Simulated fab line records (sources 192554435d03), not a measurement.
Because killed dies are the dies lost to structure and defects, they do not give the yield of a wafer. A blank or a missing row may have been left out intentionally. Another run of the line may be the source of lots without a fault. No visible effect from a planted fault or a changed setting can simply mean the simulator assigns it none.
Which of the tools did it? / flow n5 finfet / 9 lots, 27 wafers sampled, at 5 steps of a route of 1938

== WHAT THE GAUGES READ, wafer by wafer ==
N5_BEOL_M7_THK_MEAS_53: measures by xrf.
lot=L540; measured=day 9 04:12; on=film metro-01; M7_THK (nm)=79.8 80.2 81.3
lot=L545; measured=day 10 05:28; on=film metro-02; M7_THK (nm)=82.2 90.7 83.0
lot=L546; measured=day 10 23:20; on=film metro-01; M7_THK (nm)=79.5 79.6 77.8
lot=L553; measured=day 11 18:18; on=film metro-01; M7_THK (nm)=79.0 78.4 79.3
lot=L552; measured=day 11 22:29; on=film metro-01; M7_THK (nm)=81.7 78.9 79.6
lot=L555; measured=day 13 01:58; on=film metro-02; M7_THK (nm)=77.7 82.1 82.2
lot=L558; measured=day 13 12:29; on=film metro-01; M7_THK (nm)=78.6 80.7 78.6
lot=L561; measured=day 14 07:32; on=film metro-01; M7_THK (nm)=82.5 79.0 79.3
lot=L563; measured=day 14 19:31; on=film metro-01; M7_THK (nm)=83.0 80.7 79.8

== TOOL THAT RAN EACH LOT (tool first, then ch and the chambers of the sampled wafers, then the start) ==
lot=L540; N5_BEOL_M7_STRIP_36=rie diel-01 ch 0,2, day 9 01:59; N5_BEOL_M7_TRENCH_ETCH_37=rie diel-01 ch 0,2, day 9 02:02; N5_BEOL_M7_CURE_75=uv cure-02 ch 1, day 9 02:23; N5_BEOL_M7_SURFACE_TREAT_79=pvd sputter-03, day 9 03:12
lot=L545; N5_BEOL_M7_STRIP_36=rie diel-01 ch 0,3, day 10 02:11; N5_BEOL_M7_TRENCH_ETCH_37=rie diel-01 ch 0,3, day 10 02:13; N5_BEOL_M7_CURE_75=uv cure-02 ch 1, day 10 02:40; N5_BEOL_M7_SURFACE_TREAT_79=pvd sputter-02, day 10 03:40
lot=L546; N5_BEOL_M7_STRIP_36=rie diel-03 ch 1,2,3, day 10 19:44; N5_BEOL_M7_TRENCH_ETCH_37=rie diel-03 ch 1,2,3, day 10 19:47; N5_BEOL_M7_CURE_75=uv cure-01 ch 0, day 10 20:14; N5_BEOL_M7_SURFACE_TREAT_79=pvd sputter-01, day 10 21:03
lot=L553; N5_BEOL_M7_STRIP_36=rie diel-03 ch 2,3, day 11 15:01; N5_BEOL_M7_TRENCH_ETCH_37=rie diel-03 ch 2,3, day 11 15:04; N5_BEOL_M7_CURE_75=uv cure-01 ch 1, day 11 15:25; N5_BEOL_M7_SURFACE_TREAT_79=pvd sputter-03, day 11 17:05
lot=L552; N5_BEOL_M7_STRIP_36=rie diel-03 ch 0,2,3, day 11 20:13; N5_BEOL_M7_TRENCH_ETCH_37=rie diel-03 ch 0,2,3, day 11 20:16; N5_BEOL_M7_CURE_75=uv cure-01 ch 2, day 11 20:37; N5_BEOL_M7_SURFACE_TREAT_79=pvd sputter-02, day 11 21:26
lot=L555; N5_BEOL_M7_STRIP_36=rie diel-03 ch 0,1, day 12 23:07; N5_BEOL_M7_TRENCH_ETCH_37=rie diel-03 ch 0,1, day 12 23:10; N5_BEOL_M7_CURE_75=uv cure-01 ch 0, day 12 23:35; N5_BEOL_M7_SURFACE_TREAT_79=pvd sputter-02, day 13 00:30
lot=L558; N5_BEOL_M7_STRIP_36=rie diel-04 ch 1,2,3, day 13 07:07; N5_BEOL_M7_TRENCH_ETCH_37=rie diel-04 ch 1,2,3, day 13 07:09; N5_BEOL_M7_CURE_75=uv cure-02 ch 0, day 13 07:33; N5_BEOL_M7_SURFACE_TREAT_79=pvd sputter-03, day 13 10:22
lot=L561; N5_BEOL_M7_STRIP_36=rie diel-04 ch 1,2,3, day 14 03:40; N5_BEOL_M7_TRENCH_ETCH_37=rie diel-04 ch 1,2,3, day 14 03:43; N5_BEOL_M7_CURE_75=uv cure-03 ch 0, day 14 04:10; N5_BEOL_M7_SURFACE_TREAT_79=pvd sputter-03, day 14 06:30
lot=L563; N5_BEOL_M7_STRIP_36=rie diel-04 ch 0,2,3, day 14 16:31; N5_BEOL_M7_TRENCH_ETCH_37=rie diel-04 ch 0,2,3, day 14 16:34; N5_BEOL_M7_CURE_75=uv cure-01 ch 0, day 14 16:58; N5_BEOL_M7_SURFACE_TREAT_79=pvd sputter-03, day 14 17:56
- N5_BEOL_M7_STRIP_36: strips in N2/H2.
- N5_BEOL_M7_TRENCH_ETCH_37: etches SiCOH lowk in C4F6/O2, target depth 93.478 nm, time 31.2 s.
- N5_BEOL_M7_CURE_75: cures SiCOH lowk, time 120 s.
- N5_BEOL_M7_SURFACE_TREAT_79

== THE ANSWER, worked out from the rows above alone ==
Rule: the usual values come from the lots themselves. Put in order of their means at a reading, lots are off if they are a third of the lots or fewer, leave a main group of 4 or more, and stand apart from it by a gap of 3 or more times the standard deviation of the main group's means; of several such gaps the widest counts. Not used: any main group whose means are identical at the precision the tables above print for the reading. A lot without any number at a reading at which 4 lots or more have one is off too. All remaining lots with rows at the step are treated as sound.
Off: at N5_BEOL_M7_THK_MEAS_53 (M7_THK), L545. The main group has a mean of 80.0 nm with a standard deviation of 0.78.
A tool fits if, at a process step before that reading, it ran every lot that is off, and no sound lot after the first of them. Gauges at N5_BEOL_M7_THK_MEAS_53: tried the same way as those tools. One candidate fits, namely rie diel-01 at N5_BEOL_M7_STRIP_36 and N5_BEOL_M7_TRENCH_ETCH_37. At N5_BEOL_M7_STRIP_36 its last sound lot is L540 (day 9 01:59), its first lot that is off L545 (day 10 02:11): a fault that began between those two fits.

== WHAT THE SIMULATOR HAD INSERTED ==
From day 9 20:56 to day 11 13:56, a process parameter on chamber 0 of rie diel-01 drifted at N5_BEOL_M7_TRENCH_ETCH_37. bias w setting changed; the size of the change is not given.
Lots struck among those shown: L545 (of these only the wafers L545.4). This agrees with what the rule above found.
